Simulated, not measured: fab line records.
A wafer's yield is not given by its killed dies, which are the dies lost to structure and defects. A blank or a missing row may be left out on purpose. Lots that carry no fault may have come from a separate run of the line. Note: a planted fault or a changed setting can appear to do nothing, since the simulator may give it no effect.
fab line records	flow n5_finfet
[record] lots = 6	wafers = 18	last_day = 18
route steps=1938 shown WELL_APT@36 PASSIVATION@1936
lots with no fault: from the same line, run without faults
start_h: the number of hours between the record's first day and the start of the first shown wafer of the lot	wait_h: hours elapsed since this lot's preceding step	" identical to the entry in the row above	L1.1+2: a row that stands for several wafers	- no value, or no start given	* or withheld: withheld	< > ~ a bound
route shown NAME@n: names a module that has steps shown in the file, with the first one's number in the route	usual: the fault-free wafers' mean and standard deviation	same: alike in all rows	chamber/n: place in a boat	sites: readings site by site	_std_site: the standard deviation of these	_edge_site: outer sites' mean less inner sites'	radius_mm: for every site, how far away it sits from the centre of the wafer	mask NAME#n: copy n	behind: tool/chamber where the wafer was last shaped	hold: reason for holding the lot/hours on hold/outcome of the hold	device: transistor that didn't switch, given as n, p or np	end of line: the tests these same wafers got at the end of their route	step lacking rows: just its recipe	killed: dies lost to structure and defects at the first sort, not the wafer's yield	map: per-die view of a wafer (x killed, . not killed, _ where there is no die)
set.NAME: setting as actually run; set.NAME@STEP: the setting as run at that earlier step	model.NAME: the simulator's own value behind a step, which no gauge read
lots at selected steps of the route; one table per step, one row per wafer
services: the hour from which a tool's chamber was out of use, counted from the record's first day as start_h (under 0 if before that day), plus the number of hours and why
[[steps]]
[step N5_WELL_APT_COAT_19]
[recipe] spin_rpm = 1357	resist_thk_nm = 950
[step N5_WELL_APT_EBR_21]
[recipe] solvent = PGMEA	ebr_width_mm = 1.5
[step N5_WELL_APT_SOFTBAKE_20]
[recipe] temp_c = 130	time_s = 60
[step N5_WELL_APT_EXPOSE_22]
[recipe] mask_id = PWELL	na = 0.8	source_shape = conventional	sigma_outer = 0.8	polarization = unpolarized	defocus_nm = 0	target_cd_nm = 200	dose_mj = 23.2
[step N5_WELL_APT_PEB_23]
[recipe] peb_temp_c = 130	peb_time_s = 90
[step N5_WELL_APT_DEVELOP_24]
[recipe] develop_time_s = 45	rinse_liquid = surfactant_rinse	dry = air_spin	dev_temp_c = 21
[step N5_WELL_APT_HARDBAKE_29]
[recipe] temp_c = 130	time_s = 120
[step N5_WELL_APT_CD_MEAS_25]
[recipe] target_cd_nm = 200	landing_energy_ev = 500	detector = se_inlens
[usual] cd_nm = 200.0/1.2
lot.wafer	tool	chamber	start_h	wait_h	cd_nm
L596.2	cd_sem-03	0	14.95	-	199.7
L596.3	"	0	"	"	200.8
L596.6	"	0	"	"	198.0
L598.2	cd_sem-03	0	26.95	-	200.5
L598.3	"	0	"	"	199.3
L598.6	"	0	"	"	199.8
L604.1	cd_sem-03	0	63.22	-	198.7
L604.3	"	0	"	"	198.8
L604.6	"	0	"	"	198.6
L606.3	cd_sem-02	0	75.09	-	202.3
L606.4	"	0	"	"	201.9
L606.5	"	0	"	"	200.6
L615.2	cd_sem-01	0	129.36	-	199.2
L615.4	"	0	"	"	198.7
L615.5	"	0	"	"	198.3
L619.2	cd_sem-01	0	153.30	-	201.5
L619.5	"	0	"	"	202.0
L619.6	"	0	"	"	201.7
[step N5_WELL_APT_OVL_MEAS_26]
[recipe] points_per_wafer = 44
[usual] PWELL_OVL = 2/4.9
lot.wafer	tool	chamber	start_h	wait_h	PWELL_OVL[nm]
L596.2	overlay-01	0	14.98	0.0	0
L596.3	"	0	"	"	4
L596.6	"	0	"	"	4
L598.2	overlay-01	0	26.98	0.0	5
L598.3	"	0	"	"	3
L598.6	"	0	"	"	1
L604.1	overlay-01	0	63.25	0.0	8
L604.3	"	0	"	"	2
L604.6	"	0	"	"	13
L606.3	overlay-02	0	75.12	0.0	-4
L606.4	"	0	"	"	-3
L606.5	"	0	"	"	-2
L615.2	overlay-02	0	129.39	0.0	-5
L615.4	"	0	"	"	-1
L615.5	"	0	"	"	0
L619.2	overlay-02	0	153.33	0.0	5
L619.5	"	0	"	"	5
L619.6	"	0	"	"	2
[step N5_WELL_APT_INSPECT_27]
[recipe] mode = adi	inspect_instrument = macro
[usual] raw_defect_count = 1.9/1.4
lot.wafer	tool	chamber	start_h	wait_h	raw_defect_count
L596.2	defect_inspect-01	-	15.01	0.0	0
L596.3	"	-	"	"	3
L596.6	"	-	"	"	3
L598.2	defect_inspect-01	-	27.00	0.0	6
L598.3	"	-	"	"	2
L598.6	"	-	"	"	4
L604.1	defect_inspect-02	-	63.28	0.0	1
L604.3	"	-	"	"	1
L604.6	"	-	"	"	3
L606.3	defect_inspect-02	-	75.15	0.0	2
L606.4	"	-	"	"	1
L606.5	"	-	"	"	3
L615.2	defect_inspect-01	-	129.42	0.0	3
L615.4	"	-	"	"	1
L615.5	"	-	"	"	3
L619.2	defect_inspect-01	-	153.35	0.0	6
L619.5	"	-	"	"	1
L619.6	"	-	"	"	1
[step N5_WELL_APT_DESCUM_30]
[recipe] chemistry = O2	time_s = 7.9	source_power_w = 50	bias_power_w = 20	pressure_mtorr = 20	rf_frequency_hz = 2.712e+07	temp_c = 40	o2_flow_sccm = 225
[usual] chamber_pressure_mTorr = 19.999/0.017	drypump_motor_current_A = 5.64/0.28	o2_flow_sccm = 225.0/0.71	oes_product_au = 0.78/0.089	rf_fwd_power_W = 49.72/0.16	rf_vpp_V = 242.9/1.5	showerhead_plenum_p_Torr = 2.07/0.082	throttle_valve_pct = 20.47/0.18
[same] time_s = 7.9
lot.wafer	tool	chamber	start_h	wait_h	chamber_pressure_mTorr	drypump_motor_current_A	o2_flow_sccm	oes_product_au	rf_fwd_power_W	rf_hours_counter_h	rf_vpp_V	showerhead_plenum_p_Torr	throttle_valve_pct
L596.2	rie_diel-05	0	15.11	0.1	20.021	5.60	224.0	0.79	49.44	120	242.8	2.10	20.41
L596.3	"	1	"	"	19.976	5.80	224.8	0.72	49.73	205	244.1	2.07	20.38
L596.6	"	3	"	"	20.014	5.53	224.4	0.69	49.87	-	243.0	1.97	20.51
L598.2	rie_diel-03	3	27.03	0.0	20.000	5.73	225.9	0.75	49.51	161	242.8	2.00	20.49
L598.3	"	0	"	"	19.999	5.27	224.0	0.68	49.96	225	242.7	1.97	20.44
L598.6	"	0	"	"	20.005	5.28	223.6	0.68	49.72	-	240.9	1.97	20.45
L604.1	rie_diel-03	1	63.31	0.0	19.972	6.03	225.4	1.02	49.64	1	246.8	2.24	20.47
L604.3	"	3	"	"	19.995	5.78	224.5	0.73	49.63	177	239.5	2.00	20.52
L604.6	"	0	"	"	20.012	5.26	224.9	0.67	50.00	-	242.0	1.97	20.49
L606.3	rie_diel-01	3	75.23	0.1	20.009	5.46	224.8	0.85	49.74	45	243.3	2.04	20.45
L606.4	"	1	"	"	20.003	6.00	224.9	0.79	49.88	100	242.4	2.02	20.37
L606.5	"	0	"	"	19.951	5.70	225.6	0.80	49.71	-	241.9	2.02	20.34
L615.2	rie_diel-05	3	129.45	0.0	19.992	5.55	224.6	0.94	49.73	18	244.8	2.22	20.16
L615.4	"	0	"	"	20.013	5.61	226.0	0.77	49.34	157	243.2	2.08	20.47
L615.5	"	1	"	"	20.021	5.81	226.6	0.70	49.69	-	243.6	2.05	20.46
L619.2	rie_diel-01	2	153.39	0.0	20.001	5.90	225.5	0.73	49.81	180	242.8	2.08	20.64
L619.5	"	1	"	"	19.980	5.98	224.9	0.77	49.95	-	242.4	2.01	20.41
L619.6	"	0	"	"	20.003	5.66	224.7	0.78	49.57	-	240.5	2.01	20.41
[step N5_WELL_APT_IMPLANT_31]
[recipe] species = B	energy_kev = 60	dose_cm2 = 1.5e+13	tilt_deg = 0	rotation_deg = 0
[step N5_WELL_APT_IMPLANT_32]
[recipe] species = BF2	energy_kev = 50	dose_cm2 = 2e+13	tilt_deg = 0	rotation_deg = 0
[usual] beam_energy_keV = 50.005/0.014
lot.wafer	tool	chamber	start_h	wait_h	beam_energy_keV	model.implant.rp_nm	model.implant.drp_nm
L596.2	implanter-01	0	15.43	0.1	50.013	37.55	18.55
L596.3	"	0	"	"	50.019	37.55	18.55
L596.6	"	0	"	"	49.978	37.55	18.55
L598.2	implanter-02	0	27.34	0.1	49.999	37.95	18.55
L598.3	"	0	"	"	50.030	37.95	18.55
L598.6	"	0	"	"	49.982	37.95	18.55
L604.1	implanter-02	0	63.59	0.1	56.678	43.08	20.33
L604.3	"	0	"	"	56.676	43.08	20.33
L604.6	"	0	"	"	56.668	43.08	20.33
L606.3	implanter-02	0	75.57	0.1	56.677	42.88	20.33
L606.4	"	0	"	"	56.686	42.88	20.33
L606.5	"	0	"	"	56.651	42.88	20.33
L615.2	implanter-01	0	129.76	0.1	50.012	38.81	18.55
L615.4	"	0	"	"	50.014	38.81	18.55
L615.5	"	0	"	"	49.995	38.81	18.55
L619.2	implanter-01	0	153.70	0.1	49.980	36.98	18.55
L619.5	"	0	"	"	49.993	36.98	18.55
L619.6	"	0	"	"	49.996	36.98	18.55
[step N5_WELL_APT_STRIP_33]
[recipe] chemistry = SPM	time_s = 900	temp_c = 130	h2so4_h2o2_vol_ratio = 4	dry = ipa_marangoni
[step N5_PASSIVATION_PROBE_49]
[usual] killed_at_M0_to_M3 = 34/9.9	killed_at_M4_up = 14/5.7	killed_at_contacts = 13/6.3	killed_at_front_end = 39/9.9	killed_at_other = 3.7/2.8	killed_dies = 104/15	killed_on_rim = 14/3.8	killed_open = 68/12	killed_short = 34/6.7
[same] gross_dies = 1180	killed_at_back_side = 0
lot.wafer	tool	chamber	start_h	wait_h	killed_at_M0_to_M3	killed_at_M4_up	killed_at_contacts	killed_at_front_end	killed_at_other	killed_dies	killed_on_rim	killed_open	killed_short
L596.2	prober-01	-	280.33	0.1	12	17	19	50	4	102	10	60	41
L596.3	prober-01	-	280.38	0.1	20	8	16	50	7	101	11	70	29
L596.6	prober-01	-	280.53	0.3	22	3	10	49	5	89	12	53	34
L598.2	prober-02	-	303.65	0.1	33	13	4	48	6	104	18	68	35
L598.3	prober-02	-	303.70	0.2	29	17	5	50	3	104	13	66	36
L598.6	prober-02	-	303.85	0.3	19	14	9	37	4	83	7	61	22
L604.1	prober-02	-	340.71	0.0	32	10	14	45	2	103	15	68	32
L604.3	prober-02	-	340.81	0.1	16	13	9	31	6	75	9	52	22
L604.6	prober-02	-	340.96	0.3	28	11	15	36	0	90	8	52	31
L606.3	prober-02	-	370.48	0.1	36	20	11	47	1	115	11	73	35
L606.4	prober-02	-	370.53	0.2	36	9	20	54	1	120	15	75	42
L606.5	prober-02	-	370.58	0.2	33	8	18	68	0	127	14	86	35
L615.2	prober-01	-	400.50	0.1	36	15	13	28	3	95	18	65	30
L615.4	prober-01	-	400.60	0.2	35	6	19	22	5	87	10	64	23
L615.5	prober-01	-	400.65	0.2	48	14	13	25	6	106	14	77	28
L619.2	prober-01	-	427.06	0.1	33	10	6	33	9	91	8	49	40
L619.5	prober-01	-	427.21	0.2	23	20	32	48	11	134	15	95	39
L619.6	prober-01	-	427.26	0.3	24	6	16	36	4	86	9	58	24
// killed by level:class
L596.2 MOL_CONTACT_COAG:geometric_particle:open=13 STI_FIN_REVEAL:geometric_particle:open=12 FIN_SAQP:geometric_particle:open=10 FIN_SAQP:geometric_particle:short=8 MOL_CONTACT_COAG:geometric_particle:short=6 BEOL_M7:geometric_particle:short=6 GATE_CUT:geometric_particle:short=5 GATE_CUT:geometric_particle:open=4
L596.3 FIN_SAQP:geometric_particle:open=16 MOL_CONTACT_COAG:geometric_particle:open=13 FIN_SAQP:geometric_particle:short=9 STI_FIN_REVEAL:geometric_particle:open=7 DUMMY_GATE:geometric_particle:open=6 BEOL_M0_SAQP:geometric_particle:open=4 BEOL_M3:geometric_particle:open=4 MOL_CONTACT_COAG:geometric_particle:short=3
L596.6 FIN_SAQP:geometric_particle:open=17 MOL_CONTACT_COAG:geometric_particle:open=8 FIN_SAQP:geometric_particle:short=6 DUMMY_GATE:geometric_particle:open=4 BEOL_M0_SAQP:geometric_particle:open=4 BEOL_M3:geometric_particle:open=4 BEOL_M0_SAQP:geometric_particle:short=3 STI_FIN_REVEAL:geometric_particle:short=3
L598.2 STI_FIN_REVEAL:geometric_particle:open=14 BEOL_M2:geometric_particle:open=9 FIN_SAQP:geometric_particle:open=8 GATE_CUT:geometric_particle:short=7 FIN_SAQP:geometric_particle:short=6 BEOL_M0_SAQP:geometric_particle:open=5 BEOL_M3:geometric_particle:open=5 BEOL_M0_SAQP:geometric_particle:short=4
L598.3 FIN_SAQP:geometric_particle:open=8 FIN_SAQP:geometric_particle:short=8 GATE_CUT:geometric_particle:open=8 BEOL_M3:geometric_particle:open=8 GATE_CUT:geometric_particle:short=7 BEOL_M0_SAQP:geometric_particle:open=7 STI_FIN_REVEAL:geometric_particle:open=6 BEOL_M4:geometric_particle:open=6
L598.6 BEOL_M4:geometric_particle:open=9 STI_FIN_REVEAL:geometric_particle:open=8 MOL_CONTACT_COAG:geometric_particle:open=8 FIN_SAQP:geometric_particle:open=7 BEOL_M0_SAQP:geometric_particle:open=7 GATE_CUT:geometric_particle:open=6 FIN_SAQP:geometric_particle:short=5 BEOL_M0_SAQP:geometric_particle:short=4
L604.1 FIN_SAQP:geometric_particle:open=17 MOL_CONTACT_COAG:geometric_particle:open=11 FIN_SAQP:geometric_particle:short=10 BEOL_M1:geometric_particle:open=9 BEOL_M0_SAQP:geometric_particle:short=7 BEOL_M2:geometric_particle:open=5 BEOL_M3:geometric_particle:short=4 BEOL_M6:geometric_particle:open=4
L604.3 FIN_SAQP:geometric_particle:open=11 MOL_CONTACT_COAG:geometric_particle:open=8 STI_FIN_REVEAL:geometric_particle:open=6 FIN_SAQP:geometric_particle:short=5 BEOL_M0_SAQP:geometric_particle:short=5 BEOL_M2:geometric_particle:open=4 BEOL_M5:geometric_particle:open=4 BEOL_M3:geometric_particle:open=3
L604.6 MOL_CONTACT_COAG:geometric_particle:open=14 FIN_SAQP:geometric_particle:short=9 FIN_SAQP:geometric_particle:open=9 BEOL_M0_SAQP:geometric_particle:short=8 BEOL_M4:geometric_particle:open=6 BEOL_M2:geometric_particle:open=5 HKMG_FIN:area_etch=5 BEOL_M0_SAQP:geometric_particle:open=4
L606.3 FIN_SAQP:geometric_particle:open=12 BEOL_M2:geometric_particle:open=12 FIN_SAQP:geometric_particle:short=10 STI_FIN_REVEAL:geometric_particle:open=6 MOL_CONTACT_COAG:geometric_particle:open=6 BEOL_M0_SAQP:geometric_particle:short=6 BEOL_M0_SAQP:geometric_particle:open=5 BEOL_M4:geometric_particle:open=5
L606.4 STI_FIN_REVEAL:geometric_particle:open=23 MOL_CONTACT_COAG:geometric_particle:open=15 BEOL_M2:geometric_particle:open=9 BEOL_M3:geometric_particle:open=8 FIN_SAQP:geometric_particle:short=7 BEOL_M1:geometric_particle:open=7 STARTING-WAFER:geometric_particle:short=6 MOL_CONTACT_COAG:geometric_particle:short=5
L606.5 STI_FIN_REVEAL:geometric_particle:open=26 MOL_CONTACT_COAG:geometric_particle:open=13 FIN_SAQP:geometric_particle:short=10 BEOL_M3:geometric_particle:open=10 BEOL_M2:geometric_particle:open=8 BEOL_M1:geometric_particle:open=7 GATE_CUT:geometric_particle:short=6 FIN_SAQP:geometric_particle:open=5
L615.2 MOL_CONTACT_COAG:geometric_particle:open=9 BEOL_M2:geometric_particle:open=8 STI_FIN_REVEAL:geometric_particle:open=7 FIN_SAQP:geometric_particle:open=6 BEOL_M0_SAQP:geometric_particle:open=6 BEOL_M1:geometric_particle:open=6 FIN_SAQP:geometric_particle:short=5 BEOL_M0_SAQP:geometric_particle:short=5
L615.4 MOL_CONTACT_COAG:geometric_particle:open=17 BEOL_M2:geometric_particle:open=13 BEOL_M0_SAQP:geometric_particle:open=10 BEOL_M0_SAQP:geometric_particle:short=7 FIN_SAQP:geometric_particle:short=6 FIN_SAQP:geometric_particle:open=6 DUMMY_GATE:geometric_particle:open=3 BEOL_M1:geometric_particle:open=3
L615.5 BEOL_M0_SAQP:geometric_particle:open=12 BEOL_M2:geometric_particle:open=11 MOL_CONTACT_COAG:geometric_particle:open=10 BEOL_M0_SAQP:geometric_particle:short=10 FIN_SAQP:geometric_particle:open=9 STI_FIN_REVEAL:geometric_particle:open=8 BEOL_M4:geometric_particle:open=7 BEOL_M3:geometric_particle:open=6
L619.2 BEOL_M0_SAQP:geometric_particle:short=10 BEOL_M0:geometric_particle:open=8 FIN_SAQP:geometric_particle:open=7 FIN_SAQP:geometric_particle:short=7 MOL_CONTACT_COAG:geometric_particle:open=6 BEOL_M3:geometric_particle:open=6 GATE_CUT:geometric_particle:short=5 BEOL_M4:geometric_particle:open=5
L619.5 MOL_CONTACT_COAG:geometric_particle:open=29 BEOL_M4:geometric_particle:open=12 STI_FIN_REVEAL:geometric_particle:open=10 DUMMY_GATE:geometric_particle:open=7 FIN_SAQP:geometric_particle:short=7 FIN_SAQP:geometric_particle:open=6 GATE_CUT:geometric_particle:short=6 BEOL_M0_SAQP:geometric_particle:open=5
L619.6 MOL_CONTACT_COAG:geometric_particle:open=12 FIN_SAQP:geometric_particle:short=7 BEOL_M0_SAQP:geometric_particle:open=6 GATE_CUT:geometric_particle:open=6 BEOL_M2:geometric_particle:open=6 DUMMY_GATE:geometric_particle:open=5 STI_FIN_REVEAL:geometric_particle:open=4 STARTING-WAFER:geometric_particle:open=4
[[services]]
tool	chamber	start_h	hours	kind
rie_diel-01	2	-5.75	14.9	repair
rie_diel-01	0	-3.12	3.7	repair
rie_diel-03	-	1.63	1.0	repair
rie_diel-01	2	27.30	12.7	repair
rie_diel-03	1	36.13	-	clean
rie_diel-03	1	36.13	-	consumable_replace:focus_ring
rie_diel-03	1	36.13	-	consumable_replace:showerhead
rie_diel-03	1	36.13	23.5	scheduled_down
rie_diel-03	1	36.13	23.5	vent_cycle
rie_diel-05	3	36.17	4.6	repair
rie_diel-01	0	38.78	9.7	repair
rie_diel-05	0	50.46	10.7	repair
implanter-01	-	51.81	6.1	pm
rie_diel-03	1	64.50	6.7	repair
rie_diel-05	-	81.03	0.2	repair
implanter-02	-	81.96	10.9	pm
implanter-01	-	83.89	3.0	repair
rie_diel-01	-	89.84	2.8	pm
rie_diel-03	0	107.33	15.4	repair
implanter-01	-	120.87	0.8	repair
implanter-02	-	134.23	1.3	repair
rie_diel-05	0	142.77	7.4	repair
implanter-01	-	151.52	1.7	repair
rie_diel-03	1	153.77	12.3	repair
[[key]]
[first_sign] step = N5_WELL_APT_IMPLANT_32	reading = beam_energy_keV	direction = up	sigmas = 99+	usual = 50.005	struck = 56.673
effect none on later readings
[model_effect] step = N5_WELL_APT_IMPLANT_32	value = implant.rp_nm	without = 37.97	struck = 42.98
met_at N5_WELL_APT_IMPLANT_32
struck_wafers L604.1,L604.3,L604.6,L606.3,L606.4,L606.5
tester_left_out L604,L606
onset_between 27.34 63.59
[fault] kind = process_parameter_drift	tool = implanter-02	chamber = -	onset_h = 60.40	steps = N5_WELL_APT_IMPLANT_32	channel = energy_kev	offset = 6.6629	shape = step	end_h = 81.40	acts_in = these_recipes_only	stated = 50
// tester_left_out: of these lots the tester's yield and bins aren't shown, on N5 and GAA mostly nor the transistor test; their killed dies are dies lost to structure and defects alone, not to doping, threshold or leakage, so they don't give the yield
